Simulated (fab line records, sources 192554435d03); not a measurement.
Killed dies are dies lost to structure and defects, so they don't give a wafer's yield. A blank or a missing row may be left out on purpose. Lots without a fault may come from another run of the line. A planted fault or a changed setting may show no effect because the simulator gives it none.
Chamber matching | flow n5_finfet | N5_SD_EPI_P_ETCH_37 on rie_diel-06: 4 sister chambers
The step etches SOC in N2/H2, overetch 108 nm, time 486 s. 15 wafers are shown with their chamber, then 7 later ones without.

WAFERS WITH THEIR CHAMBER
wafer  | chamber | showerhead_plenum_p_Torr (Torr) | throttle_valve_pct (%) | oes_product_au (a.u.)
L664.2 | 3       | 2.64                            | 23.57                  | 0.69
L664.5 | 1       | 2.50                            | 23.47                  | 0.79
L664.6 | 2       | 2.66                            | 23.43                  | 0.76
L666.1 | 0       | 2.41                            | 23.80                  | 0.66
L666.3 | 2       | 2.66                            | 23.42                  | 0.76
L666.5 | 2       | 2.66                            | 23.43                  | 0.75
L667.3 | 3       | 2.64                            | 23.54                  | 0.69
L667.4 | 2       | 2.66                            | 23.43                  | 0.75
L667.6 | 1       | 2.50                            | 23.50                  | 0.78
L668.1 | 0       | 2.41                            | 23.81                  | 0.65
L668.3 | 1       | 2.49                            | 23.48                  | 0.78
L668.5 | 2       | 2.66                            | 23.42                  | 0.76
L670.3 | 1       | 2.49                            | 23.50                  | 0.77
L670.4 | 0       | 2.41                            | 23.81                  | 0.65
L671.1 | 1       | 2.49                            | 23.49                  | 0.77

SIGNATURES (means of the wafers above)
reading                  | chamber 0 | chamber 1 | chamber 2 | chamber 3 | scatter within a chamber
showerhead_plenum_p_Torr | 2.4100    | 2.4940    | 2.6600    | 2.6400    | 0.0033
throttle_valve_pct       | 23.8067   | 23.4880   | 23.4260   | 23.5550   | 0.0109
oes_product_au           | 0.6533    | 0.7780    | 0.7560    | 0.6900    | 0.00651
Rule: a wafer's distance from a chamber is the root of the sum, over the readings, of the square of ((its reading less the chamber's mean) divided by the reading's scatter). The wafer belongs to the nearest chamber; if the next one is less than 2 further off, it can't be placed. The scatter: the root of (the sum of the squares of (reading less its chamber's mean) over the shown wafers, divided by (wafers less chambers)).

WAFERS WITHOUT THEIR CHAMBER
wafer  | showerhead_plenum_p_Torr (Torr) | throttle_valve_pct (%) | oes_product_au (a.u.)
L671.5 | 2.64                            | 23.56                  | 0.68
L671.6 | 2.66                            | 23.43                  | 0.75
L673.1 | 2.41                            | 23.82                  | 0.66
L673.5 | 2.66                            | 23.43                  | 0.75
L674.2 | 2.41                            | 23.81                  | 0.65
L674.3 | 2.64                            | 23.56                  | 0.68
L674.6 | 2.49                            | 23.50                  | 0.77

WHICH CHAMBER EACH WENT THROUGH
wafer  | from the rows above | in truth
L671.5 | 3                   | 3
L671.6 | 2                   | 2
L673.1 | 0                   | 0
L673.5 | 2                   | 2
L674.2 | 0                   | 0
L674.3 | 3                   | 3
L674.6 | 1                   | 1
Placed correctly: 7 of 7. Can't be placed from these rows: 0. Placed wrongly: 0.
